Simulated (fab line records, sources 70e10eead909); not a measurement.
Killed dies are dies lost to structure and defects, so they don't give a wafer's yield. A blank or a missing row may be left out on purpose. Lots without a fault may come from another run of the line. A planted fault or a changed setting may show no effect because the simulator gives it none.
Which tool did it? | flow nand_harc | 23 lots, 69 wafers sampled, at 2 steps of a route of 1302

WHAT THE GAUGES READ, wafer by wafer
NHARC_A_ONON_D2_THK_MEAS_11: measures by ellipsometry. Usual: thk_nm 1002 nm, standard deviation 11.
lot  | measured     | on            | thk_nm (nm)    | flag
L075 | day 12 21:11 | film_metro-01 | 993 994 992    |
L074 | day 12 21:12 | film_metro-02 | 999 999 998    |
L076 | day 13 12:07 | film_metro-01 | 1009 1007 1007 |
L078 | day 14 05:15 | film_metro-02 | 1025 1023 1025 |
L077 | day 14 09:17 | film_metro-02 | 1009 1011 1009 |
L080 | day 15 04:02 | film_metro-01 | 1007 1005 1005 |
L079 | day 15 03:56 | film_metro-02 | 1008 1010 1010 |
L081 | day 15 12:15 | film_metro-01 | 994 993 995    |
L082 | day 16 02:50 | film_metro-01 | 997 997 998    |
L083 | day 16 17:05 | film_metro-01 | 993 991 992    |
L084 | day 16 20:48 | film_metro-01 | 993 994 995    |
L086 | day 16 20:35 | film_metro-01 | 990 989 988    |
L085 | day 16 20:56 | film_metro-01 | 1014 1015 1010 |
L087 | day 17 17:52 | film_metro-02 | 1012 1012 1011 |
L088 | day 18 12:55 | film_metro-02 | 1023 1019 1019 |
L089 | day 18 13:06 | film_metro-02 | 1004 1004 1004 |
L090 | day 19 03:23 | film_metro-01 | 1002 1005 1002 |
L091 | day 19 18:02 | film_metro-01 | 996 999 998    |
L092 | day 19 18:03 | film_metro-02 | 985 984 985    |
L093 | day 20 08:26 | film_metro-02 | 999 1000 999   |
L095 | day 21 07:13 | film_metro-01 | 981 981 981    |
L096 | day 21 13:59 | film_metro-01 | 1015 1016 1016 |
L097 | day 22 04:39 | film_metro-02 | 989 987 986    |

WHICH TOOL RAN EACH LOT (tool, then ch and the chambers of the sampled wafers, then the start)
lot  | NHARC_A_DECK1_JOINT_ETCHBACK_07
L075 | rie_si-02 ch 2,3, day 11 10:41
L074 | rie_si-02 ch 2,3, day 11 13:12
L076 | rie_si-06 ch 0,1, day 11 20:46
L078 | rie_si-03 ch 0,1, day 12 08:07
L077 | rie_si-03 ch 2,3, day 12 19:17
L080 | rie_si-02 ch 0,3, day 13 07:43
L079 | rie_si-03 ch 0,1,3, day 13 07:44
L081 | rie_si-03 ch 1,2,3, day 13 20:55
L082 | rie_si-03 ch 0,2,3, day 14 11:56
L083 | rie_si-03 ch 0,1, day 15 00:23
L084 | rie_si-06 ch 0,1,2, day 15 06:58
L086 | rie_si-03 ch 0,1, day 15 10:46
L085 | rie_si-02 ch 0,1,3, day 15 10:46
L087 | rie_si-06 ch 0,2,3, day 16 06:09
L088 | rie_si-06 ch 1,2, day 16 18:53
L089 | rie_si-03 ch 0,1,3, day 16 18:55
L090 | rie_si-06 ch 1,2,3, day 17 15:52
L091 | rie_si-06 ch 0,1,3, day 18 07:00
L092 | rie_si-03 ch 1,3, day 18 10:07
L093 | rie_si-02 ch 2,3, day 18 15:46
L095 | rie_si-02 ch 0,1,3, day 19 12:47
L096 | rie_si-06 ch 0,1,2, day 20 02:13
L097 | rie_si-02 ch 2,3, day 20 16:53
- NHARC_A_DECK1_JOINT_ETCHBACK_07: etches the open film in HBr, target depth 105 nm, time 26.9 s.

WHAT THE TOOLS THEMSELVES READ (means of the sampled wafers that have a number; where no wafer has one, the mark that the record gives instead)
NHARC_A_DECK1_JOINT_ETCHBACK_07. Usual: drypump_motor_current_A 6.0 A, standard deviation 0.45; oes_product_au 1.000 a.u., standard deviation 0.014; throttle_valve_pct 23.266 %, standard deviation 0.0079.
lot  | tool      | drypump_motor_current_A (A) | oes_product_au (a.u.) | throttle_valve_pct (%) | flag
L075 | rie_si-02 | 6.1                         | 0.988                 | 23.258                 |
L074 | rie_si-02 | 6.1                         | 0.993                 | 23.266                 |
L076 | rie_si-06 | 5.3                         | 1.005                 | 23.274                 |
L078 | rie_si-03 | 6.4                         | 1.012                 | 23.265                 |
L077 | rie_si-03 | 5.4                         | 0.991                 | 23.261                 |
L080 | rie_si-02 | 6.2                         | 1.006                 | 23.264                 |
L079 | rie_si-03 | 6.1                         | 0.993                 | 23.266                 |
L081 | rie_si-03 | 5.7                         | 0.982                 | 23.263                 |
L082 | rie_si-03 | 5.8                         | 0.986                 | 23.267                 |
L083 | rie_si-03 | 6.4                         | 1.005                 | 23.258                 |
L084 | rie_si-06 | 5.7                         | 1.010                 | 23.274                 |
L086 | rie_si-03 | 6.4                         | 1.006                 | 23.266                 |
L085 | rie_si-02 | 6.3                         | 1.007                 | 23.264                 |
L087 | rie_si-06 | 6.0                         | 1.006                 | 23.268                 |
L088 | rie_si-06 | 6.0                         | 1.005                 | 23.272                 |
L089 | rie_si-03 | 6.2                         | 0.994                 | 23.267                 |
L090 | rie_si-06 | 6.0                         | 1.007                 | 23.267                 |
L091 | rie_si-06 | 5.7                         | 1.013                 | 23.265                 |
L092 | rie_si-03 | 6.1                         | 0.994                 | 23.270                 |
L093 | rie_si-02 | 6.1                         | 0.978                 | 23.270                 |
L095 | rie_si-02 | 6.3                         | 0.998                 | 23.268                 |
L096 | rie_si-06 | 5.7                         | 0.998                 | 23.265                 |
L097 | rie_si-02 | 6.3                         | 0.993                 | 23.272                 |

THE ANSWER, worked out from the rows above alone
Rule: a lot is off if the mean of its wafers that have a number lies more than 3 standard deviations from the usual mean. A lot without any number at a reading at which 4 lots or more have one is off too. The other lots that the step has rows for count as sound. The gauges are gone through in route order, then the tools' own readings, and for those a lot's mean is taken as printed above. The first step at which some lot is off is used, and at that step the reading that is off furthest; a lot without a number counts as furthest.
No lot is off at any reading shown: from this, nothing can be told.

WHAT THE SIMULATOR HAD PUT IN
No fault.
